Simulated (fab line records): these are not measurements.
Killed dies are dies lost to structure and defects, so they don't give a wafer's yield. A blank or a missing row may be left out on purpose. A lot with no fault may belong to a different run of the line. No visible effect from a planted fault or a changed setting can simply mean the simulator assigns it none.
A struck lot beside a sound one | flow n5-finfet | 36 steps out of a route of 1938
Sound: these wafers, L703.1, L703.4, L703.6. Struck: wafer L712.1 (left out: L712.2, L712.4 of the same lot, which were not struck); the cause appears at the end.
At each step with rows: each side's tool, then ch and its chambers, then its first start. Under that, the readings that differ: sound wafers | struck wafers | difference of the means | sigmas: that difference in standard deviations of wafers without a fault.
alike: readings with means less than 2 such deviations apart, plus words and numbers identical on both sides. not compared: withheld readings, readings lacking a value on some wafer, bounds such as >300 that could conceal the same value, and numbers that have no deviation in the record and whose values overlap.
A row with sigmas, a row that says differs or no value, or rows on one side alone: a step with any of these is where the two part. Numbers that don't overlap but have no deviation are shown without sigmas and don't part them. A reading that every wafer of one side lacks parts them only if that side has two wafers or more.

first, 9 steps without rows for these wafers: N5_MOL_CONTACT_COAG_COAT_02 (resist thk 30 nm); N5_MOL_CONTACT_COAG_EBR_04; N5_MOL_CONTACT_COAG_SOFTBAKE_03 (time 60 s); N5_MOL_CONTACT_COAG_EXPOSE_05 (exposes mask CA, defocus 0 nm); N5_MOL_CONTACT_COAG_PEB_06 (peb time 60 s); N5_MOL_CONTACT_COAG_DEVELOP_07 (develop time 30 s); N5_MOL_CONTACT_COAG_DESCUM_13 (chemistry O2, time 7 s); N5_MOL_CONTACT_COAG_ETCH_59 (etches underlayer in N2/H2, target depth 13 nm, time 10.4 s); N5_MOL_CONTACT_COAG_ETCH_105 (etches SiARC in CF4, target depth 15.6 nm, time 26 s).
N5_MOL_CONTACT_COAG_ETCH_106: etches SOC in N2/H2, target depth 80 nm, overetch 16 nm, time 120 s.
  sound on rie-diel-04 ch 1,3, day 6 17:44; struck on rie-diel-04 ch 0, day 8 19:43
  reading               | sound             | struck | difference | sigmas
  oes-product-au (a.u.) | 0.65 0.64 0.68    | 0.83   | +0.17      | +3
  temp-c (C)            | 40.14 40.17 39.76 | 39.78  | -0.24      | -2
  alike: drypump-motor-current-A, n2-flow-sccm, rf-vpp-V, showerhead-plenum-p-Torr, throttle-valve-pct
  not compared: rf-hours-counter-h
then, 25 steps without rows for these wafers: N5_MOL_CONTACT_COAG_STRIP_107 (strips in N2/H2); N5_MOL_CONTACT_COAG_STRIP_108 (strips in N2/H2); N5_MOL_CONTACT_COAG_CONTACT_ETCH_14 (etches SiO2 in C4F6/O2, target depth 27.5 nm, overetch 8.5 nm, time 20 s); N5_MOL_CONTACT_COAG_STRIP_109 (strips in C4F6/O2); N5_MOL_CONTACT_COAG_ETCH_15 (etches SiNx in CH3F/O2, stops on Si:P, target depth 7 nm); N5_MOL_CONTACT_COAG_ETCH_110 (etches Si in CF4/O2, target depth 2.5 nm, time 8 s); N5_MOL_CONTACT_COAG_STRIP_98 (strips in N2/H2); N5_MOL_CONTACT_COAG_IMPLANT_129; N5_MOL_CONTACT_COAG_PRECLEAN_111 (cleans in NF3:NH3, afs cycles 1, time 20 s, sublimation time 60 s); N5_MOL_CONTACT_COAG_TI_SIL_19 (material Ti, target thk 4.2 nm, time 15 s); N5_MOL_CONTACT_COAG_ALD_20 (deposits TiN, target thk 1.5 nm, pulse time 1 s, purge time 3 s); N5_MOL_CONTACT_COAG_SIL_ANNEAL_21 (time 60 s); N5_MOL_CONTACT_COAG_PRE_CLEAN_141 (time 60 s); N5_MOL_CONTACT_COAG_SPUTTER_143 (material Co, target thk 2.5 nm); N5_MOL_CONTACT_COAG_CO_FILL_22 (material Co, precursor CCTBA/H2, target thk 20 nm); N5_MOL_CONTACT_COAG_ANNEAL_113 (time 300 s); N5_MOL_CONTACT_COAG_PRE_CLEAN_142 (time 60 s); N5_MOL_CONTACT_COAG_SPUTTER_130 (material Co, target thk 47.5 nm); N5_MOL_CONTACT_COAG_PRECLEAN_125 (cleans in DIW, time 57.5 s); N5_MOL_CONTACT_COAG_SRD_126 (dry time 32 s); N5_MOL_CONTACT_COAG_CMP_23 (polishes, stops on SiO2, t overpolish 1.5 s, target thk 0 nm); N5_MOL_CONTACT_COAG_WET_ETCH_26 (target Co, target depth 13 nm); N5_MOL_CONTACT_COAG_WET_ETCH_116 (etches the open film in SC1-inhibited, target depth 4.6 nm, rinse time 30 s); N5_MOL_CONTACT_COAG_ALD_27 (deposits SiOC, target thk 17 nm, pulse time 1.5 s, time 2720 s); N5_MOL_CONTACT_COAG_CMP_28 (polishes, stops on SiNx, t overpolish 0.85 s, target thk 14.522 nm).
-- record jumps: 9 days separate the struck wafers' starts on either side; left off in module MOL_CONTACT_COAG, taken up again in module PASSIVATION, whose first shown step is the route's number 1936 --
N5_PASSIVATION_PROBE_49:
  struck on prober-01, day 17 14:10; sound on prober-01, day 15 05:05
  reading                  | sound          | struck | difference | sigmas
  defect-limited-yield (%) | 91.3 92.1 92.5 | 85.9   | -6.1       | -4
  killed-at-contacts       | 4 7 10         | 83     | +76        | +12
  killed-dies              | 103 93 88      | 166    | +71        | +4
  killed-on-rim            | 16 12 12       | 27     | +14        | +4
  sort_bin_4_leakage (%)   | 0 0 0          | 0.25   | +0.25      | +8
  sort_bin_5_function (%)  | 5.3 4.7 4.4    | 9.6    | +4.8       | +5
  sort-n-pass              | 1077 1087 1092 | 1011   | -74        | -4
  sort-yield-pct (%)       | 91.3 92.1 92.5 | 85.7   | -6.3       | -4
  alike: killed_at_M0_to_M3, killed_at_M4_up, killed-at-front-end, killed-at-other, killed-open, killed-short, sort_bin_6_memory

## WHERE THEY PART
First at N5_MOL_CONTACT_COAG_ETCH_106; last, within this record, at N5_PASSIVATION_PROBE_49.

WHY: the cause the simulator had injected
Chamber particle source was rie-diel-04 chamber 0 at N5_MOL_CONTACT_COAG_ETCH_106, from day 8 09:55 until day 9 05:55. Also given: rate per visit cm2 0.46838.
